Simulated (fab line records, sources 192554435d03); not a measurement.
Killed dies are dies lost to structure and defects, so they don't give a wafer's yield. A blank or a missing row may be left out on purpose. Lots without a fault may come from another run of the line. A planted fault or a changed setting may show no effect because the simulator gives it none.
Which tool did it? | flow n5_finfet | 24 lots, 72 wafers sampled, at 3 steps of a route of 1938

WHAT THE GAUGES READ, wafer by wafer
N5_SD_EPI_P_EPI_MEAS_23.
lot  | measured    | on            | thk_nm (nm)
L074 | day 3 14:19 | film_metro-02 | 61.1 63.2 61.2
L075 | day 3 17:05 | film_metro-01 | 60.8 62.3 61.5
L076 | day 3 22:10 | film_metro-01 | 60.8 61.2 61.9
L077 | day 4 03:31 | film_metro-01 | 60.3 60.9 61.8
L078 | day 4 13:13 | film_metro-02 | 59.8 61.6 60.4
L079 | day 4 15:28 | film_metro-01 | 58.9 60.5 62.3
L080 | day 4 22:32 | film_metro-01 | 61.0 61.6 59.6
L081 | day 5 06:09 | film_metro-02 | 60.9 61.3 59.5
L082 | day 5 14:50 | film_metro-02 | 60.2 60.0 62.5
L083 | day 5 20:44 | film_metro-01 | 57.5 59.8 59.2
L084 | day 6 05:00 | film_metro-02 | 61.7 60.3 62.1
L085 | day 6 12:11 | film_metro-01 | 62.6 60.4 61.0
L086 | day 6 13:08 | film_metro-02 | 61.1 62.0 61.6
L087 | day 6 20:58 | film_metro-01 | 63.2 60.4 60.5
L088 | day 6 21:32 | film_metro-02 | 58.6 57.6 61.2
L089 | day 7 04:04 | film_metro-02 | 60.7 60.1 63.5
L090 | day 7 10:32 | film_metro-02 | 61.3 61.3 61.2
L091 | day 7 17:55 | film_metro-02 | 62.7 59.6 61.5
L092 | day 7 21:29 | film_metro-01 | 62.5 61.0 61.7
L093 | day 8 08:49 | film_metro-02 | 60.0 62.5 61.0
L094 | day 8 08:57 | film_metro-02 | 59.8 60.4 60.6
L096 | day 8 21:07 | film_metro-02 | 61.3 62.6 60.9
L095 | day 8 21:38 | film_metro-02 | 60.4 60.8 60.0
L097 | day 9 07:13 | film_metro-02 | 61.4 62.2 61.4

N5_SD_ACTIVATION_RS_MEAS_03: measures by four-point-probe.
lot  | measured    | on            | RS_SD_N (ohm/sq)  | RS_SD_P (ohm/sq)
L074 | day 3 15:05 | film_metro-01 | 21.79 21.53 21.81 | 54.9 55.2 55.3
L075 | day 3 17:42 | film_metro-01 | 21.71 22.06 21.85 | 55.7 55.7 56.1
L076 | day 3 22:47 | film_metro-01 | 21.90 21.95 21.98 | 55.4 56.7 55.0
L077 | day 4 04:10 | film_metro-01 | 22.24 22.22 21.97 | 56.5 56.8 55.9
L078 | day 4 13:56 | film_metro-01 | 21.77 21.87 21.79 | 56.0 56.3 57.2
L079 | day 4 16:16 | film_metro-01 | 22.14 22.06 22.27 | 56.7 56.9 54.6
L080 | day 4 23:09 | film_metro-01 | 21.59 21.59 21.73 | 55.9 56.0 56.8
L081 | day 5 06:46 | film_metro-01 | 21.95 22.05 21.92 | 57.8 56.8 57.6
L082 | day 5 15:30 | film_metro-01 | 21.60 21.79 22.04 | 55.7 55.2 55.3
L083 | day 5 21:23 | film_metro-02 | 21.53 21.62 21.72 | 57.4 56.8 57.1
L084 | day 6 05:40 | film_metro-02 | 22.37 22.15 22.26 | 54.1 54.8 54.9
L085 | day 6 12:50 | film_metro-01 | 22.01 22.29 22.02 | 54.2 54.4 54.5
L086 | day 6 13:44 | film_metro-01 | 21.51 21.72 21.40 | 56.9 56.1 55.7
L087 | day 6 21:38 | film_metro-01 | 21.97 21.68 21.40 | 54.2 55.4 54.6
L088 | day 6 22:15 | film_metro-02 | 21.56 22.16 22.01 | 57.6 56.5 55.8
L089 | day 7 04:45 | film_metro-02 | 21.51 21.92 21.44 | 55.4 55.9 56.0
L090 | day 7 11:10 | film_metro-01 | 22.02 22.04 21.95 | 57.1 56.6 55.7
L091 | day 7 18:36 | film_metro-02 | 21.87 21.96 21.97 | 55.9 56.7 57.3
L092 | day 7 22:14 | film_metro-02 | 22.07 21.73 22.13 | 56.0 56.4 56.2
L093 | day 8 09:25 | film_metro-02 | 22.18 22.41 22.39 | 55.7 55.4 55.3
L094 | day 8 09:40 | film_metro-01 | 22.42 22.21 22.17 | 56.0 56.0 56.1
L096 | day 8 21:51 | film_metro-02 | 21.90 22.39 22.35 | 55.8 55.1 55.4
L095 | day 8 22:37 | film_metro-02 | 21.76 22.07 21.66 | 56.6 56.7 56.4
L097 | day 9 07:50 | film_metro-01 | 22.35 22.13 22.06 | 54.8 55.2 54.9

WHICH TOOL RAN EACH LOT (tool, then ch and the chambers of the sampled wafers, then the start)
lot  | N5_SD_ACTIVATION_LSA_01
L074 | laser_anneal-02 ch 0, day 3 14:55
L075 | laser_anneal-02 ch 0, day 3 17:29
L076 | laser_anneal-01 ch 0, day 3 22:35
L077 | laser_anneal-02 ch 0, day 4 03:56
L078 | laser_anneal-01 ch 0, day 4 13:43
L079 | laser_anneal-02 ch 0, day 4 16:03
L080 | laser_anneal-01 ch 0, day 4 22:57
L081 | laser_anneal-02 ch 0, day 5 06:34
L082 | laser_anneal-01 ch 0, day 5 15:17
L083 | laser_anneal-02 ch 0, day 5 21:13
L084 | laser_anneal-01 ch 0, day 6 05:29
L085 | laser_anneal-02 ch 0, day 6 12:39
L086 | laser_anneal-01 ch 0, day 6 13:32
L087 | laser_anneal-02 ch 0, day 6 21:26
L088 | laser_anneal-01 ch 0, day 6 22:02
L089 | laser_anneal-02 ch 0, day 7 04:34
L090 | laser_anneal-01 ch 0, day 7 10:59
L091 | laser_anneal-02 ch 0, day 7 18:24
L092 | laser_anneal-01 ch 0, day 7 22:03
L093 | laser_anneal-02 ch 0, day 8 09:13
L094 | laser_anneal-01 ch 0, day 8 09:28
L096 | laser_anneal-01 ch 0, day 8 21:40
L095 | laser_anneal-01 ch 0, day 8 22:25
L097 | laser_anneal-01 ch 0, day 9 07:38
- N5_SD_ACTIVATION_LSA_01: time 0.0008 s.

WHAT THE TOOLS THEMSELVES READ (means of the sampled wafers that have a number; where no wafer has one, the mark that the record gives instead)
N5_SD_ACTIVATION_LSA_01.
lot  | tool            | wafer_temp_C_max
L074 | laser_anneal-02 | 1084.0
L075 | laser_anneal-02 | 1083.0
L076 | laser_anneal-01 | 1085.3
L077 | laser_anneal-02 | 1083.3
L078 | laser_anneal-01 | 1085.2
L079 | laser_anneal-02 | 1083.1
L080 | laser_anneal-01 | 1085.1
L081 | laser_anneal-02 | 1083.2
L082 | laser_anneal-01 | 1085.2
L083 | laser_anneal-02 | 1083.9
L084 | laser_anneal-01 | 1085.8
L085 | laser_anneal-02 | 1083.3
L086 | laser_anneal-01 | 1086.0
L087 | laser_anneal-02 | 1083.5
L088 | laser_anneal-01 | 1085.2
L089 | laser_anneal-02 | 1083.1
L090 | laser_anneal-01 | 1084.6
L091 | laser_anneal-02 | 1083.6
L092 | laser_anneal-01 | 1084.7
L093 | laser_anneal-02 | 1083.5
L094 | laser_anneal-01 | 1085.3
L096 | laser_anneal-01 | 1086.0
L095 | laser_anneal-01 | 1084.7
L097 | laser_anneal-01 | 1085.7

THE ANSWER, worked out from the rows above alone
Rule: what is usual is taken from the lots themselves. Put in order of their means at a reading, lots are off if they are a third of the lots or fewer, leave a main group of 4 or more, and stand apart from it by a gap of 3 or more times the standard deviation of the main group's means; of several such gaps the widest counts. A main group whose means are all the same, to the digits that the tables above print for the reading, isn't used. A lot without any number at a reading at which 4 lots or more have one is off too. The other lots that the step has rows for count as sound. The gauges are gone through in route order, then the tools' own readings, and for those a lot's mean is taken as printed above. The first step at which some lot is off is used, and at that step the reading that is off furthest; a lot without a number counts as furthest.
No lot is off at any reading shown: from this, nothing can be told.

WHAT THE SIMULATOR HAD PUT IN
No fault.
